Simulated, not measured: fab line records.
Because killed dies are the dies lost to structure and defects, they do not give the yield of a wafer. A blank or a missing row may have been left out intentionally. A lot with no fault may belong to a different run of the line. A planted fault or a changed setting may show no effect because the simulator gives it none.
fab line records | flow nand_harc
[record] lots = 5 wafers = 14 last_day = 23
route steps=1159 shown P_ZERO_WELL@68 P_STI@69
lots with no fault: from the same line, run without faults
start_h: the number of hours between the record's first day and the start of the first shown wafer of the lot | wait_h: time in hours since the lot's previous step | " unchanged from the row above | L1.1+2: several wafers, shown together as one row | - value missing, or start not given | * or withheld: withheld | < > ~ a bound
route shown NAME@n: names a module that has steps shown in the file, with the first one's number in the route | usual: mean/standard deviation taken from wafers without a fault | same: alike in all rows | chamber/n: place in a boat | sites: each site's reading | _std_site: standard deviation of those values | _edge_site: mean of outer sites minus mean of inner sites | radius_mm: how far each site lies from the wafer's centre | mask NAME#n: copy n | behind: the last tool/chamber to shape the wafer | hold: why the lot was held/for how many hours/how that ended | device: whichever transistor did not switch (one of n, p or np) | end of line: the same wafers' tests at the end of the route | a step without rows: its recipe alone | killed: count of dies lost to structure and defects at first sort (not the wafer's yield) | map: per-die view of a wafer (x killed, . not killed, _ where there is no die)
set.NAME: setting as actually run; set.NAME@STEP: the setting as run at that earlier step | model.NAME: the simulator's own value behind a step, which no gauge read
lots at some steps of the route; a table a step, a row a wafer
services: the hour from which a tool's chamber was out of use, counted from the record's first day as start_h (under 0 if before that day), plus the number of hours and why
[[steps]]
[step NHARC_P_ZERO_WELL_INSPECT_43]
[usual] raw_defect_count = 14/6.9
// columns lot.wafer tool chamber start_h wait_h raw_defect_count
L611.1 defect_inspect-01 - 61.73 0.6 24
L611.2 " - " " 16
L611.4 " - " " 15
L612.2 defect_inspect-02 - 67.44 0.5 26
L612.3 " - " " 36
L612.6 " - " " 28
L615.1 defect_inspect-01 - 85.62 0.6 13
L615.6 " - " " 9
L617.1 defect_inspect-02 - 97.60 0.6 10
L617.2 " - " " 17
L617.4 " - " " 11
L621.2 defect_inspect-01 - 121.35 0.5 4
L621.5 " - " " 8
L621.6 " - " " 9
[step NHARC_P_STI_ETCH_26]
[recipe] target_depth_a = 110 chemistry = dHF material = SiO2
[step NHARC_P_STI_PRECLEAN_27]
[recipe] time_s = * temp_c = 50 bath_age_min = 0 chemistry = SC1
[step NHARC_P_STI_SRD_28]
[step NHARC_P_STI_OXIDE_29]
[recipe] target_thk_a = 100 temp_c = 900 ox_time_s = 1362 material = SiO2
[step NHARC_P_STI_HM_DEP_30]
[recipe] target_thk_a = 800 temp_c = 790 pressure_mtorr = 300 time_s = 873 material = Si3N4
[step NHARC_P_STI_DEHYDRATE_01]
[recipe] temp_c = 150 time_s = 120
[step NHARC_P_STI_HMDS_02]
[recipe] time_s = 30
[step NHARC_P_STI_COAT_41]
[recipe] temp_c = 200 time_s = 65
[step NHARC_P_STI_COAT_03]
[recipe] spin_rpm = 2000 resist_thk_nm = 600
[step NHARC_P_STI_SOFTBAKE_04]
[recipe] temp_c = 125 time_s = 70
[step NHARC_P_STI_EBR_05]
[step NHARC_P_STI_EXPOSE_06]
[recipe] na = 0.55 target_cd_nm = 200 dose_mj = 37.69 mask_id = P_STI
// columns lot.wafer tool chamber start_h wait_h mask
L611.1+2+4 krf_scanner-04 0 76.90 - P_STI#0
L612.2+3+6 krf_scanner-04 0 83.01 - P_STI#0
L615.1+6 krf_scanner-04 0 100.76 - P_STI#0
L617.1+2+4 krf_scanner-02 0 112.74 - P_STI#0
L621.2+5+6 krf_scanner-02 0 136.44 - P_STI#0
[step NHARC_P_STI_PEB_07]
[recipe] peb_temp_c = 128 peb_time_s = 80
[step NHARC_P_STI_DEVELOP_08]
[recipe] time_s = 50 dev_temp_c = 22
[step NHARC_P_STI_CD_MEAS_09]
[recipe] target_cd_nm = 200 landing_energy_ev = 500
[usual] cd_nm = 200.0/2.1
// columns lot.wafer tool chamber start_h wait_h cd_nm
L611.1 cd_sem-02 0 77.05 - 198.0
L611.2 " 0 " " 197.6
L611.4 " 0 " " 197.6
L612.2 cd_sem-02 0 83.16 - 202.8
L612.3 " 0 " " 199.7
L612.6 " 0 " " 200.3
L615.1 cd_sem-02 0 100.92 - 193.9
L615.6 " 0 " " 199.5
L617.1 cd_sem-03 0 112.90 - 199.8
L617.2 " 0 " " 200.9
L617.4 " 0 " " 200.1
L621.2 cd_sem-01 0 136.59 - 202.5
L621.5 " 0 " " 200.3
L621.6 " 0 " " 198.8
[step NHARC_P_STI_OVL_MEAS_10]
[usual] overlay_x_nm = 2/5.7 overlay_y_nm = 0/4.4
// columns lot.wafer tool chamber start_h wait_h overlay_x_nm overlay_y_nm
L611.1 overlay-02 - 77.14 - -6 -1
L611.2 " - " " -6 0
L611.4 " - " " -6 -1
L612.2 overlay-01 - 83.25 - 0 4
L612.3 " - " " 0 4
L612.6 " - " " 0 4
L615.1 overlay-01 - 101.00 - 0 8
L615.6 " - " " 1 7
L617.1 overlay-02 - 112.98 - 4 7
L617.2 " - " " 4 6
L617.4 " - " " 4 6
L621.2 overlay-02 - 136.68 - 0 -1
L621.5 " - " " 0 -1
L621.6 " - " " 0 -1
[step NHARC_P_STI_INSPECT_11]
[usual] raw_defect_count = 5/3.3
// columns lot.wafer tool chamber start_h wait_h raw_defect_count
L611.1 defect_inspect-02 - 77.17 0.0 3
L611.2 " - " " 2
L611.4 " - " " 5
L612.2 defect_inspect-02 - 83.28 0.0 8
L612.3 " - " " 3
L612.6 " - " " 7
L615.1 defect_inspect-02 - 101.04 0.0 6
L615.6 " - " " 7
L617.1 defect_inspect-02 - 113.02 0.0 3
L617.2 " - " " 5
L617.4 " - " " 8
L621.2 defect_inspect-01 - 136.71 0.0 2
L621.5 " - " " 3
L621.6 " - " " 2
[step NHARC_P_STI_HARDBAKE_13]
[recipe] temp_c = 118 time_s = 65
[step NHARC_P_STI_DESCUM_14]
[recipe] time_s = 3 o2_flow_sccm = 200 ar_flow_sccm = 0 bias_power_w = 0 chemistry = O2
[usual] drypump_motor_current_A = 5.9/0.46 mfc_ar_sccm = 0.007/0.0085 oes_product_au = 1.002/0.0098 rf_vpp_V = 57.7/0.91 showerhead_plenum_p_Torr = 1.90/0.091 throttle_valve_pct = 11.310/0.01
// columns lot.wafer tool chamber start_h wait_h drypump_motor_current_A mfc_ar_sccm oes_product_au rf_hours_counter_h rf_vpp_V showerhead_plenum_p_Torr throttle_valve_pct model.P_STI.cd_nm
L611.1 rie_diel-13 2 77.33 - 5.9 0 1.004 3.5 56.7 1.81 11.307 197.9
L611.4 " 0 " " 6.1 0.003 1.007 3.2 56.4 1.84 11.296 197.2
L611.2 " 1 " " 5.9 0 0.987 3.2 57.7 1.94 11.313 197.7
L612.3 rie_diel-13 3 83.43 - 6.6 0 1.016 3.5 58.7 1.95 11.325 199.3
L612.2 " 0 " " 6.1 0.003 1.009 3.2 57.6 1.84 11.313 201.9
L612.6 " 0 " " 6.1 0.003 1.014 - 57.0 1.84 11.321 199.7
L615.1 rie_diel-06 2 101.18 - 5.7 0.009 1.009 0.5 56.2 1.78 11.278 192.8
L615.6 " 3 " " 6.6 0.013 1.009 - 57.5 1.90 11.306 199.6
L617.2 rie_diel-06 1 113.15 - 5.3 0.027 0.998 1.4 58.0 1.83 11.318 201.1
L617.4 " 2 " " 5.7 0.009 1.004 1.4 57.6 1.78 11.309 199.3
L617.1 " 3 " " 6.6 0.013 0.996 1.4 58.9 1.90 11.308 199.5
L621.2 rie_diel-09 0 136.87 - 5.7 0.002 1.021 3.1 58.1 1.83 11.315 201.7
L621.5 " 1 " " 5.2 0 1.003 - 58.0 2.06 11.301 199.5
L621.6 " 2 " " 5.7 0 1.019 - 58.0 1.87 11.308 199.1
[step NHARC_P_STI_ETCH_42]
[recipe] target_depth_a = 800 overetch_a = 240 time_s = 61 ion_energy_ev = 200 n2_flow_sccm = 150 h2_flow_sccm = 150 ar_flow_sccm = 0 rf_w = 400 bias_w = 150 chemistry = N2/H2
[usual] drypump_motor_current_A = 5.9/0.45 h2_flow_sccm = 150.0/0.44 mfc_ar_sccm = 0.007/0.0086 oes_product_au = 1.003/0.0098 rf_vpp_V = 430.0/2.8 showerhead_plenum_p_Torr = 2.02/0.099 throttle_valve_pct = 14.170/0.0093
// columns lot.wafer tool chamber start_h wait_h drypump_motor_current_A h2_flow_sccm mfc_ar_sccm oes_product_au rf_hours_counter_h rf_vpp_V showerhead_plenum_p_Torr throttle_valve_pct
L611.2 rie_diel-13 3 77.42 0.1 6.6 149.5 0 1.006 3.4 433.9 2.08 14.171
L611.4 " 0 " " 6.1 149.4 0.003 1.004 3.2 428.4 1.96 14.182
L611.1 " 1 " " 5.9 149.7 0 0.988 3.2 432.6 2.07 14.150
L612.3 rie_diel-13 3 83.51 0.1 6.7 149.6 0 1.016 3.5 431.6 2.08 14.170
L612.2 " 1 " " 6.0 151.1 0 0.988 3.3 431.8 2.07 14.159
L612.6 " 0 " " 6.1 149.6 0.003 1.022 - 428.3 1.96 14.170
L615.1 rie_diel-06 2 101.26 0.1 5.7 150.0 0.009 1.004 0.5 426.6 1.90 14.188
L615.6 " 3 " " 6.6 149.4 0.013 0.995 - 431.0 2.03 14.162
L617.2 rie_diel-06 3 113.24 0.1 6.6 149.9 0.013 1.002 1.4 431.1 2.03 14.178
L617.1 " 1 " " 5.3 150.1 0.027 1.005 1.5 428.1 1.95 14.175
L617.4 " 2 " " 5.7 150.6 0.009 1.019 1.4 426.0 1.90 14.180
L621.2 rie_diel-09 3 136.95 0.1 5.5 149.4 0.013 0.987 3.0 435.4 2.15 14.168
L621.6 " 0 " " 5.7 150.1 0.002 1.018 - 428.3 1.94 14.186
L621.5 " 1 " " 5.2 150.6 0 1.005 - 433.4 2.20 14.174
[step NHARC_P_STI_ETCH_31]
[recipe] target_depth_a = 1089 time_s = 54.5 cf4_flow_sccm = 100 chf3_flow_sccm = 30 ar_flow_sccm = 0 rf_w = 500 bias_w = 200 chemistry = CF4/CHF3
[usual] drypump_motor_current_A = 5.9/0.45 mfc_ar_sccm = 0.007/0.0084 oes_product_au = 0.963/0.02 rf_vpp_V = 370.2/2.5 showerhead_plenum_p_Torr = 1.56/0.07 throttle_valve_pct = 16.802/0.0094
// columns lot.wafer tool chamber start_h wait_h drypump_motor_current_A mfc_ar_sccm oes_product_au rf_hours_counter_h rf_vpp_V showerhead_plenum_p_Torr throttle_valve_pct
L611.2 rie_diel-13 3 - - 6.6 0 0.944 3.4 372.2 1.60 16.789
L611.4 " 0 " " 6.1 0.003 0.971 3.2 370.6 1.52 16.795
L611.1 " 1 " " 5.9 0 0.953 3.2 370.5 1.59 16.801
L612.3 rie_diel-13 0 - - 6.1 0.003 0.962 3.3 368.2 1.52 16.794
L612.2 " 1 " " 5.9 0 0.935 3.3 371.2 1.59 16.822
L612.6 " 0 " " 6.1 0.003 0.942 - 367.5 1.52 16.805
L615.1 rie_diel-06 2 - - 5.7 0.009 0.955 0.6 367.8 1.47 16.796
L615.6 " 0 " " 5.6 0.009 0.961 - 373.7 1.69 16.806
L617.2 rie_diel-06 0 - - 5.6 0.009 0.970 1.5 375.1 1.69 16.798
L617.4 " 2 " " 5.7 0.009 0.973 1.4 366.9 1.47 16.796
L617.1 " 3 " " 6.6 0.013 0.977 1.4 370.2 1.57 16.806
L621.2 rie_diel-09 0 - - 5.7 0.002 0.948 3.2 366.8 1.51 16.801
L621.6 " 0 " " 5.7 0.002 0.957 - 367.1 1.51 16.816
L621.5 " 1 " " 5.2 0 0.935 - 373.6 1.69 16.795
[step NHARC_P_STI_ETCH_15]
[recipe] target_depth_a = 3000 taper_deg = 4 time_s = 100.1 hbr_flow_sccm = 150 cl2_flow_sccm = 50 rf_w = 400 icp_w = 400 bias_w = 100 chemistry = HBr/Cl2
[usual] drypump_motor_current_A = 5.8/0.37 oes_product_au = 0.998/0.0092 throttle_valve_pct = 26.406/0.0086
// columns lot.wafer tool chamber start_h wait_h drypump_motor_current_A oes_product_au rf_hours_counter_h throttle_valve_pct model.P_STI.cd_nm
L611.2 rie_si-04 1 77.61 - 6.0 1.009 1.1 26.410 198.4
L611.1 " 2 " " 6.2 0.999 0.8 26.406 198.4
L611.4 " 0 " " 5.7 1.006 1.2 26.401 197.2
L612.2 rie_si-05 3 83.73 - 6.2 0.990 0.1 26.420 202.4
L612.3 " 0 " " 6.0 1.005 0.1 26.401 198.8
L612.6 " 1 " " 5.8 0.972 - 26.409 198.6
L615.1 rie_si-05 2 101.49 - 5.5 1.012 0.2 26.404 192.8
L615.6 " 3 " " 6.2 0.999 - 26.395 201.3
L617.4 rie_si-04 2 113.43 - 6.2 0.995 0.1 26.407 198.8
L617.2 " 3 " " 5.0 1.006 0.1 26.402 201.2
L617.1 " 1 " " 6.0 0.992 0.1 26.412 196.9
L621.2 rie_si-01 2 137.13 - 6.5 1.008 0.1 26.412 199.6
L621.5 " 2 " " 6.5 1.002 - 26.395 198.8
L621.6 " 3 " " 5.8 0.983 - 26.388 196.9
[step NHARC_P_STI_CD_MEAS_16]
[usual] cd_nm = 199.2/2.4
// columns lot.wafer tool chamber start_h wait_h cd_nm
L611.1 cd_sem-02 - 77.77 - 198.4
L611.2 " - " " 198.7
L611.4 " - " " 197.3
L612.2 cd_sem-03 - 83.87 - 202.5
L612.3 " - " " 199.0
L612.6 " - " " 198.5
L615.1 cd_sem-02 - 101.61 - 192.6
L615.6 " - " " 201.3
L617.1 cd_sem-03 - 113.60 - 196.6
L617.2 " - " " 201.1
L617.4 " - " " 198.5
L621.2 cd_sem-03 - 137.33 - 199.8
L621.5 " - " " 198.7
L621.6 " - " " 196.6
[step NHARC_P_STI_OCD_MEAS_17]
[usual] trench_depth_nm = 300/3.9 trench_foot_cd_nm = 158.1/2.2
// columns lot.wafer tool chamber start_h wait_h trench_depth_nm trench_foot_cd_nm
L611.1 ocd-02 - 77.86 0.1 305 155.4
L611.2 " - " " 301 155.4
L611.4 " - " " 304 155.8
L612.2 ocd-02 - 83.95 0.1 296 161.6
L612.3 " - " " 303 157.4
L612.6 " - " " 290 160.0
L615.1 ocd-02 - 101.70 0.1 306 151.1
L615.6 " - " " 299 157.6
L617.1 ocd-01 - 113.69 0.1 300 158.1
L617.2 " - " " 302 158.1
L617.4 " - " " 300 158.0
L621.2 ocd-01 - 137.42 0.1 302 160.0
L621.5 " - " " 301 157.7
L621.6 " - " " 299 157.1
[step NHARC_P_STI_STRIP_19]
[recipe] time_s = 900 temp_c = 130 chemistry = SPM
[[services]]
// columns tool chamber start_h hours kind
rie_diel-13 0 53.50 - clean
rie_diel-13 1 53.50 - clean
rie_diel-13 2 53.50 - clean
rie_diel-13 3 53.50 - clean
rie_si-05 - 62.00 9.0 pm
rie_diel-06 - 64.20 9.0 pm
rie_diel-09 2 72.09 7.1 repair
rie_si-01 0 74.96 7.4 repair
rie_diel-09 - 77.10 9.0 pm
rie_diel-13 0 78.03 - clean
rie_diel-13 1 78.03 - clean
rie_diel-13 2 78.03 - clean
rie_diel-13 3 78.03 - clean
rie_diel-13 - 99.00 9.0 pm
rie_diel-13 0 99.00 9.0 vent_cycle
rie_diel-13 1 99.00 9.0 vent_cycle
rie_diel-13 2 99.00 9.0 vent_cycle
rie_si-04 - 99.00 9.0 pm
rie_diel-09 3 105.47 5.6 repair
rie_diel-06 0 121.33 20.3 repair
rie_si-01 1 124.63 12.7 repair
krf_scanner-04 - 126.00 4.0 pm
rie_si-01 - 127.00 9.0 pm
rie_si-04 3 130.86 5.4 repair
[[key]]
[first_sign] step = NHARC_P_STI_OCD_MEAS_17 reading = trench_foot_cd_nm direction = down sigmas = 3.2 usual = 158.1 struck = 151.1
effect none on later readings
[model_effect] step = NHARC_P_STI_DESCUM_14 value = P_STI.cd_nm without = 199.6 struck = 192.8
[model_effect] step = NHARC_P_STI_ETCH_15 value = P_STI.cd_nm without = 199.6 struck = 192.8
met_at NHARC_P_STI_EXPOSE_06
struck_wafers L615.1
tester_left_out L615
onset_between 83.01 100.76
[fault] kind = process_parameter_drift tool = krf_scanner-04 chamber = - onset_h = 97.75 steps = NHARC_P_STI_EXPOSE_06 channel = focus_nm offset = 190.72 shape = step end_h = 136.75 scope = struck_wafers_only
// tester_left_out: of these lots the tester's yield and bins aren't shown, on N5 and GAA mostly nor the transistor test; their killed dies are dies lost to structure and defects alone, not to doping, threshold or leakage, so they don't give the yield
